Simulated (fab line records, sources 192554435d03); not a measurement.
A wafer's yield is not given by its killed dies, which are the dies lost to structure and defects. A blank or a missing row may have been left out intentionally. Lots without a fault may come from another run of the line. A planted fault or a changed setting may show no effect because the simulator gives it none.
Chamber matching    flow n5_finfet    4 sister chambers for N5_GATE_CUT_CMP_02 on cmp-02
The step polishes, stops on SiO2, t overpolish 12.7 s, target thk 0 nm. 18 wafers are shown with their chamber, then 9 later ones without.

== WAFERS, EACH WITH ITS CHAMBER ==
wafer   chamber  time_to_endpoint_s (s)  motor_current_A (A)  overpolish_run_s (s)
L074.3  2        26.1                    9.0                  12.707
L074.4  1        31.5                    9.7                  12.692
L074.5  1        30.6                    9.5                  12.707
L076.2  0        23.1                    9.3                  12.685
L076.5  0        21.1                    8.8                  12.696
L076.6  3        23.0                    8.9                  12.708
L077.1  3        22.3                    9.0                  12.694
L077.2  2        26.7                    9.1                  12.699
L077.5  3        25.2                    9.3                  12.701
L080.1  3        24.4                    8.5                  12.701
L080.3  1        30.7                    9.8                  12.693
L080.5  2        25.5                    8.9                  12.699
L085.1  0        24.3                    9.6                  12.715
L085.3  3        22.0                    8.4                  12.695
L085.6  3        22.7                    9.4                  12.708
L090.2  2        25.1                    9.2                  12.704
L090.5  1        26.9                    9.2                  12.701
L090.6  0        24.3                    9.3                  12.701

SIGNATURES, as means of the wafers listed above
reading             chamber 0  chamber 1  chamber 2  chamber 3  scatter within a chamber
time_to_endpoint_s  23.200     29.925     25.850     23.267     1.44
motor_current_A     9.250      9.550      9.050      8.917      0.318
overpolish_run_s    12.69925   12.69825   12.70225   12.70117   0.00777
Rule: a wafer's distance from a chamber is the root of the sum, over the readings, of the square of ((its reading less the chamber's mean) divided by the reading's scatter). The wafer belongs to the nearest chamber; if the next one is less than 2 further off, it can't be placed. The scatter: take each reading less its chamber's mean, square it, sum over the shown wafers, divide by the number of wafers less the number of chambers, and take the root.

== WAFERS WHOSE CHAMBER IS MISSING ==
wafer   time_to_endpoint_s (s)  motor_current_A (A)  overpolish_run_s (s)
L094.1  25.3                    9.7                  12.707
L094.3  28.7                    10.0                 12.697
L094.5  21.8                    8.9                  12.700
L096.3  28.4                    10.2                 12.694
L096.5  25.2                    8.8                  12.702
L096.6  25.8                    9.9                  12.707
L097.1  27.1                    9.8                  12.699
L097.2  23.3                    8.7                  12.698
L097.6  28.7                    9.7                  12.702

== WHICH CHAMBER EACH WENT THROUGH ==
wafer   from the rows above                in truth
L094.1  can't be placed: 2 or 0 or 3 or 1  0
L094.3  can't be placed: 1 or 2            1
L094.5  can't be placed: 3 or 0 or 2       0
L096.3  can't be placed: 1 or 2            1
L096.5  can't be placed: 2 or 3 or 0       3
L096.6  can't be placed: 2 or 0 or 1 or 3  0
L097.1  can't be placed: 1 or 2 or 0 or 3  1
L097.2  can't be placed: 3 or 0 or 2       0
L097.6  can't be placed: 1 or 2            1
0 of 9 placed correctly. These rows do not allow placing 9 (true chamber among the candidates in 9). Wrongly placed: 0.
